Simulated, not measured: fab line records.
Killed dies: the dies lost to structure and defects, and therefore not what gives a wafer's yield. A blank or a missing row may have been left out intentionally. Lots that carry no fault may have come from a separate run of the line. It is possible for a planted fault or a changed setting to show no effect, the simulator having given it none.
Comparing a struck lot with a sound one    flow nand-harc    14 steps out of a route of 1302
Sound: these wafers, L231.2, L231.3, L231.6. Struck: wafers L223.1, L223.3. (L223.2 of the same lot was not struck and is left out.) The cause comes at the end.
Order at every step that has rows: each side's tool, ch and its chambers, its first start. Under that, the readings that differ: sound wafers    struck wafers    difference of the means    sigmas: that difference in standard deviations of wafers without a fault.
alike: words and numbers the same on both sides, and readings whose means are apart by under 2 such deviations; not compared: readings that were withheld, readings missing a value for some wafer, numbers with overlapping values and no deviation given by the record, and bounds like >300 which may hide the same value.
The two part at a step that has a row with sigmas, a row that says differs or no value, or rows on one side only. Numbers that have no deviation but don't overlap get no sigmas and don't part them. A reading missing from all wafers of one side parts the sides only when that side holds two or more wafers.

first, 1 step without rows for these wafers: NHARC_A_CONTACT_DEVELOP_07 (develop time 35 s).
NHARC_A_CONTACT_CD_MEAS_08 targets a cd of 200 nm.
  sound on cd-sem-02 ch 0, day 28 04:28; struck on cd-sem-01 ch 0, day 24 05:10
  alike: cd-nm
NHARC_A_CONTACT_OVL_MEAS_09:
  sound on overlay-02, day 28 04:33; struck on overlay-01, day 24 05:15
reading            sound        struck     difference  sigmas
overlay-y-nm (nm)  2.0 1.6 1.3  -0.7 -1.2  -2.6        -3
  alike: overlay-x-nm
NHARC_A_CONTACT_INSPECT_10:
  sound on defect-inspect-02, day 28 04:35; struck on defect-inspect-02, day 24 05:17
  alike: raw-defect-count
NHARC_A_CONTACT_DESCUM_13: chemistry O2, time 3 s.
  sound on rie-diel-01 ch 1,3, day 28 04:41; struck on rie-diel-04 ch 1,2, day 24 05:21
  alike: drypump-motor-current-A, oes-product-au, rf-vpp-V, showerhead-plenum-p-Torr, throttle-valve-pct
  not compared: rf-hours-counter-h
NHARC_A_CONTACT_ETCH_88: etches the open film in CF4, target depth 39 nm, time 65 s.
  sound on rie-diel-01 ch 0,3, day 28 04:46; struck on rie-diel-04 ch 1,3, day 24 05:26
  alike: drypump-motor-current-A, oes-product-au, rf-vpp-V, run-length-s, showerhead-plenum-p-Torr, throttle-valve-pct
  not compared: rf-hours-counter-h
then, 2 steps without rows for these wafers: NHARC_A_CONTACT_ETCH_89 (etches the open film in N2/H2, target depth 260 nm, time 475.3 s); NHARC_A_CONTACT_ETCH_30 (etches the open film in CF4/CHF3, target depth 72.6 nm, time 36.3 s).
NHARC_A_CONTACT_ETCH_31: etches the open film in O2/COS, target depth 2800 nm, time 728 s.
  sound: rie-diel-01 ch 0,2,3; struck: rie-diel-04 ch 0,2
  alike: drypump-motor-current-A, oes-product-au, rf-vpp-V, run-length-s, showerhead-plenum-p-Torr, throttle-valve-pct
  not compared: rf-hours-counter-h
NHARC_A_CONTACT_ETCH_134: etches the open film in C4F8/O2/Ar, time 140 s, target depth 700 nm.
  sound on har-cap-etch-02 ch 0,1, day 28 05:51; struck on har-cap-etch-03 ch 0,1, day 24 06:34
  alike: run-length-s
  not compared: rf-hours-counter-h
NHARC_A_CONTACT_ETCH_135: etches the open film in C4F8/O2/Ar, time 311 s, target depth 1912 nm.
  sound on har-cap-etch-02 ch 0,1, day 28 06:04; struck on har-cap-etch-03 ch 0,1, day 24 06:46
  not compared: rf-hours-counter-h, run-length-s
then, 1 step without rows for these wafers: NHARC_A_CONTACT_ETCH_136 (etches the open film in C4F8/O2/Ar, time 311 s, target depth 1912 nm).
NHARC_A_CONTACT_ETCH_137: etches the open film in C4F8/O2/Ar, time 311 s, target depth 1912 nm.
  sound on har-cap-etch-02 ch 0,1, day 28 06:36; struck on har-cap-etch-03 ch 0,1, day 24 07:18
reading           sound        struck         difference  sigmas
run-length-s (s)  311 311 311  348.66 348.66  +37.66      
  not compared: rf-hours-counter-h
then, 1 step without rows for these wafers: NHARC_A_CONTACT_ETCH_138 (etches the open film in C4F8/O2/Ar, time 311 s, target depth 1914 nm).

== WHERE THEY PART ==
Only at NHARC_A_CONTACT_OVL_MEAS_09, as far as this record shows. Later steps at which nothing parts them and some readings are alike: NHARC_A_CONTACT_INSPECT_10, NHARC_A_CONTACT_DESCUM_13, NHARC_A_CONTACT_ETCH_88, NHARC_A_CONTACT_ETCH_31, NHARC_A_CONTACT_ETCH_134.

WHY: whatever the simulator had introduced
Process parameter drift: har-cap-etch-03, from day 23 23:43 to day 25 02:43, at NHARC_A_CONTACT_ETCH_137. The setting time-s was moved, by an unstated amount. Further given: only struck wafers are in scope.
